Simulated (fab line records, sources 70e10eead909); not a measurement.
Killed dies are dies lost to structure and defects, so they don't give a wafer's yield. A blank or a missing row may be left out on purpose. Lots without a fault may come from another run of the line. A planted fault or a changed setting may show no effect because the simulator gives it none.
A struck lot beside a sound one | flow nand_harc | 14 steps out of a route of 1302
Sound: wafers L810.2, L810.3, L810.6. Struck: wafers L815.1, L815.4, L815.5. The cause comes at the end.
At each step with rows: each side's tool, then ch and its chambers, then its first start. Under that, the readings that differ: sound wafers | struck wafers | difference of the means | sigmas: that difference in standard deviations of wafers without a fault.
alike: readings whose means differ by less than 2 such deviations, and words and numbers that are the same on both sides. not compared: withheld readings, readings that some wafer has no value for, bounds like >300 that may hide the same value, and numbers for which the record gives no deviation and whose values overlap.
The two part at a step that has a row with sigmas, a row that says differs or no value, or rows on one side only. Numbers that don't overlap but have no deviation are shown without sigmas and don't part them. A reading that every wafer of one side lacks parts them only if that side has two wafers or more.

NHARC_P_STI_ETCH_42: etches the open film in N2/H2, target depth 80 nm, overetch 24 nm, time 61 s.
  sound on rie_diel-10 ch 0,1,3, day 4 21:14; struck on rie_diel-10 ch 0,2, day 6 23:53
  alike: drypump_motor_current_A, oes_product_au, rf_vpp_V, showerhead_plenum_p_Torr, throttle_valve_pct
  not compared: rf_hours_counter_h
NHARC_P_STI_ETCH_31: etches the open film in CF4/CHF3, target depth 108.9 nm, time 54.5 s.
  sound on rie_diel-10 ch 1,2; struck on rie_diel-10 ch 0,1,2
  alike: drypump_motor_current_A, oes_product_au, rf_vpp_V, showerhead_plenum_p_Torr, throttle_valve_pct
  not compared: rf_hours_counter_h
NHARC_P_STI_ETCH_15: etches the open film in HBr/Cl2, target depth 300 nm, time 100.1 s.
  sound on rie_si-04 ch 0,2,3, day 4 21:25; struck on rie_si-06 ch 2,3, day 7 00:05
  alike: drypump_motor_current_A, oes_product_au, throttle_valve_pct
  not compared: rf_hours_counter_h
NHARC_P_STI_CD_MEAS_16:
  sound on cd_sem-03, day 4 21:35; struck on cd_sem-02, day 7 00:14
  alike: cd_nm
NHARC_P_STI_OCD_MEAS_17:
  sound on ocd-01, day 4 21:40; struck on ocd-02, day 7 00:20
  alike: trench_depth_nm, trench_foot_cd_nm
then, 3 steps without rows for these wafers: NHARC_P_STI_STRIP_19 (strips in SPM, time 900 s); NHARC_P_STI_PRECLEAN_32 (cleans in SC1); NHARC_P_STI_SRD_23.
NHARC_P_STI_OCD_MEAS_43:
  sound on ocd-02, day 4 22:11; struck on ocd-01, day 7 00:50
  alike: trench_depth_nm, trench_foot_cd_nm
then, 3 steps without rows for these wafers: NHARC_P_STI_OXIDE_33 (material SiO2, target thk 10 nm, ox time 281 s); NHARC_P_STI_HDPCVD_20 (deposits SiO2); NHARC_P_STI_ANNEAL_34 (time 1800 s).
NHARC_P_STI_CMP_21: polishes, t overpolish 20 s, target thk 380.67 nm.
  sound on cmp-01 ch 0,3, day 5 14:59; struck on cmp-04 ch 2,3, day 7 17:38
  no value came back on the struck wafers for edge_zone_pressure_frac, motor_current_A (A), overpolish_run_s (s); on the sound wafers edge_zone_pressure_frac reads 1.002 1.000 1.004
-- the record jumps here: 20 days lie between the struck wafers' starts before and after (it left off in module P_STI and takes up again in module END, whose first step shown is number 1302 of the route) --
NHARC_END_SORT_01:
  sound on prober-01 ch 0, day 26 01:23; struck on prober-01 ch 0, day 28 00:22
  reading             | sound    | struck      | difference | sigmas
  killed_at_periphery | 9 7 2    | 634 617 611 | +615       | +99 or more
  killed_dies         | 61 63 58 | 677 677 677 | +616       | +32
  alike: killed_at_array, killed_at_other, killed_open, killed_short

WHERE THEY PART
First at NHARC_P_STI_CMP_21; last, within this record, at NHARC_END_SORT_01.

WHY: what the simulator had put in
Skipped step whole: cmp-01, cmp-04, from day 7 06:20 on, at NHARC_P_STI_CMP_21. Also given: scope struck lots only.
